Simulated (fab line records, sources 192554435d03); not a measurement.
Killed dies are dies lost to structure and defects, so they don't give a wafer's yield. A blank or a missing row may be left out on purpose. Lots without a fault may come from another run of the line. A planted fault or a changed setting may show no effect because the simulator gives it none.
Which tool did it? | flow n5_finfet | 24 lots, 72 wafers sampled, at 3 steps of a route of 1938

WHAT THE GAUGES READ, wafer by wafer
N5_ILD0_THK_MEAS_13. Usual: thk_nm 18.2 nm, standard deviation 1.1.
lot  | measured    | on            | thk_nm (nm)    | flag
L074 | day 3 18:17 | film_metro-01 | 16.5 19.9 17.6 |
L075 | day 3 21:53 | film_metro-01 | 19.4 19.0 18.8 |
L076 | day 4 05:26 | film_metro-01 | 19.1 17.6 19.1 |
L077 | day 4 12:50 | film_metro-01 | 17.1 18.9 19.3 |
L078 | day 4 16:07 | film_metro-01 | 18.3 17.5 19.0 |
L079 | day 5 00:34 | film_metro-02 | 19.2 19.6 18.2 |
L080 | day 5 04:39 | film_metro-02 | 18.2 17.2 17.5 |
L081 | day 5 15:13 | film_metro-02 | 16.4 16.7 17.3 |
L082 | day 5 19:17 | film_metro-02 | 18.2 18.9 18.6 |
L083 | day 5 22:17 | film_metro-02 | 18.1 18.2 17.9 |
L084 | day 6 08:19 | film_metro-02 | 16.5 16.5 16.6 |
L085 | day 6 11:47 | film_metro-02 | 17.2 17.2 17.6 |
L086 | day 6 18:10 | film_metro-01 | 18.6 17.8 16.8 |
L087 | day 7 02:11 | film_metro-02 | 18.6 20.1 18.2 |
L088 | day 7 03:56 | film_metro-02 | 17.2 17.7 17.9 |
L089 | day 7 11:18 | film_metro-02 | 19.2 17.8 20.2 |
L090 | day 7 17:25 | film_metro-01 | 16.8 18.8 16.2 |
L091 | day 7 21:29 | film_metro-01 | 18.6 16.9 16.7 |
L092 | day 8 07:38 | film_metro-02 | 18.9 18.0 18.6 |
L093 | day 8 13:48 | film_metro-01 | 20.5 18.0 18.5 |
L094 | day 8 18:44 | film_metro-01 | 19.1 20.6 20.9 |
L095 | day 9 03:53 | film_metro-01 | 20.9 18.5 18.2 |
L097 | day 9 13:22 | film_metro-01 | 17.4 18.0 18.0 |
L096 | day 9 14:32 | film_metro-01 | 17.5 18.1 18.3 |

N5_SDB_INSPECT_13: inspects for defects (brightfield). Usual: raw_defect_count 82, standard deviation 38.
lot  | measured    | on                | raw_defect_count | flag
L074 | day 3 18:44 | defect_inspect-01 | 122 97 84        |
L075 | day 3 22:20 | defect_inspect-01 | 118 79 80        |
L076 | day 4 05:52 | defect_inspect-02 | 37 36 61         |
L077 | day 4 13:25 | defect_inspect-02 | 59 46 119        |
L078 | day 4 16:40 | defect_inspect-02 | 76 76 66         |
L079 | day 5 01:04 | defect_inspect-01 | 85 128 72        |
L080 | day 5 05:13 | defect_inspect-02 | 108 152 78       |
L081 | day 5 15:49 | defect_inspect-02 | 89 94 91         |
L082 | day 5 19:52 | defect_inspect-02 | 109 73 109       |
L083 | day 5 22:50 | defect_inspect-01 | 34 46 81         |
L084 | day 6 08:53 | defect_inspect-01 | 127 156 160      |
L085 | day 6 12:14 | defect_inspect-02 | 112 74 70        |
L086 | day 6 18:37 | defect_inspect-01 | 102 107 80       |
L087 | day 7 02:37 | defect_inspect-01 | 58 54 59         |
L088 | day 7 04:30 | defect_inspect-02 | 34 39 38         |
L089 | day 7 12:01 | defect_inspect-01 | 177 112 145      |
L090 | day 7 17:59 | defect_inspect-01 | 141 75 148       |
L091 | day 7 21:55 | defect_inspect-01 | 102 86 123       |
L092 | day 8 08:13 | defect_inspect-01 | 85 117 49        |
L093 | day 8 14:14 | defect_inspect-01 | 22 52 34         |
L094 | day 8 19:20 | defect_inspect-01 | 18 13 40         |
L095 | day 9 04:29 | defect_inspect-02 | 62 53 65         |
L097 | day 9 13:48 | defect_inspect-01 | 97 101 50        |
L096 | day 9 15:06 | defect_inspect-02 | 81 153 132       |

WHICH TOOL RAN EACH LOT (tool, then ch and the chambers of the sampled wafers, then the start)
lot  | N5_ILD0_CMP_07
L074 | cmp-01 ch 0,1,3, day 3 14:49
L075 | cmp-04 ch 1,2, day 3 18:25
L076 | cmp-01 ch 1,2,3, day 4 01:58
L077 | cmp-04 ch 0,1, day 4 08:55
L078 | cmp-02 ch 0,1,2, day 4 12:40
L079 | cmp-01 ch 0,1,2, day 4 20:59
L080 | cmp-02 ch 0,1,3, day 5 00:44
L081 | cmp-01 ch 0,3, day 5 11:44
L082 | cmp-02 ch 0,2,3, day 5 15:38
L083 | cmp-01 ch 1,2,3, day 5 18:53
L084 | cmp-02 ch 1,2,3, day 6 04:51
L085 | cmp-02 ch 2,3, day 6 08:17
L086 | cmp-02 ch 0,2, day 6 14:09
L087 | cmp-04 ch 0,2,3, day 6 22:40
L088 | cmp-02 ch 0,2,3, day 7 00:28
L089 | cmp-04 ch 1,2, day 7 07:47
L090 | cmp-01 ch 0,1,2, day 7 13:55
L091 | cmp-01 ch 0,1,3, day 7 18:03
L092 | cmp-02 ch 0,2, day 8 04:10
L093 | cmp-01 ch 0,2,3, day 8 10:17
L094 | cmp-02 ch 1,2,3, day 8 15:18
L095 | cmp-04 ch 0,1,3, day 9 00:23
L097 | cmp-01 ch 2,3, day 9 09:52
L096 | cmp-04 ch 0,2,3, day 9 10:55
- N5_ILD0_CMP_07: polishes SiO2 flowable, stops on poly-Si, t overpolish 1.18 s, target thk 138.88 nm.

WHAT THE TOOLS THEMSELVES READ (means of the sampled wafers that have a number; where no wafer has one, the mark that the record gives instead)
N5_ILD0_CMP_07. Usual: motor_current_A 11.8 A, standard deviation 1.1; platen_rpm 51.79 rpm, standard deviation 0.034.
lot  | tool   | motor_current_A (A) | platen_rpm (rpm) | flag
L074 | cmp-01 | 12.0                | 51.80            |
L075 | cmp-04 | 12.7                | 51.84            |
L076 | cmp-01 | 12.8                | 51.79            |
L077 | cmp-04 | 12.4                | 51.80            |
L078 | cmp-02 | 10.7                | 51.79            |
L079 | cmp-01 | 13.0                | 51.80            |
L080 | cmp-02 | 11.5                | 51.79            |
L081 | cmp-01 | 11.6                | 51.79            |
L082 | cmp-02 | 10.8                | 51.80            |
L083 | cmp-01 | 12.7                | 51.79            |
L084 | cmp-02 | 10.7                | 51.79            |
L085 | cmp-02 | 10.6                | 51.81            |
L086 | cmp-02 | 11.3                | 51.80            |
L087 | cmp-04 | 11.5                | 51.79            |
L088 | cmp-02 | 10.8                | 51.78            |
L089 | cmp-04 | 12.5                | 51.82            |
L090 | cmp-01 | 12.4                | 51.78            |
L091 | cmp-01 | 12.1                | 51.78            |
L092 | cmp-02 | 10.7                | 51.80            |
L093 | cmp-01 | 12.2                | 51.81            |
L094 | cmp-02 | 10.6                | 51.79            |
L095 | cmp-04 | 12.5                | 51.80            |
L097 | cmp-01 | 12.9                | 51.78            |
L096 | cmp-04 | 11.9                | 51.76            |

THE ANSWER, worked out from the rows above alone
Rule: a lot is off if the mean of its wafers that have a number lies more than 3 standard deviations from the usual mean. A lot without any number at a reading at which 4 lots or more have one is off too. The other lots that the step has rows for count as sound. The gauges are gone through in route order, then the tools' own readings, and for those a lot's mean is taken as printed above. The first step at which some lot is off is used, and at that step the reading that is off furthest; a lot without a number counts as furthest.
No lot is off at any reading shown: from this, nothing can be told.

WHAT THE SIMULATOR HAD PUT IN
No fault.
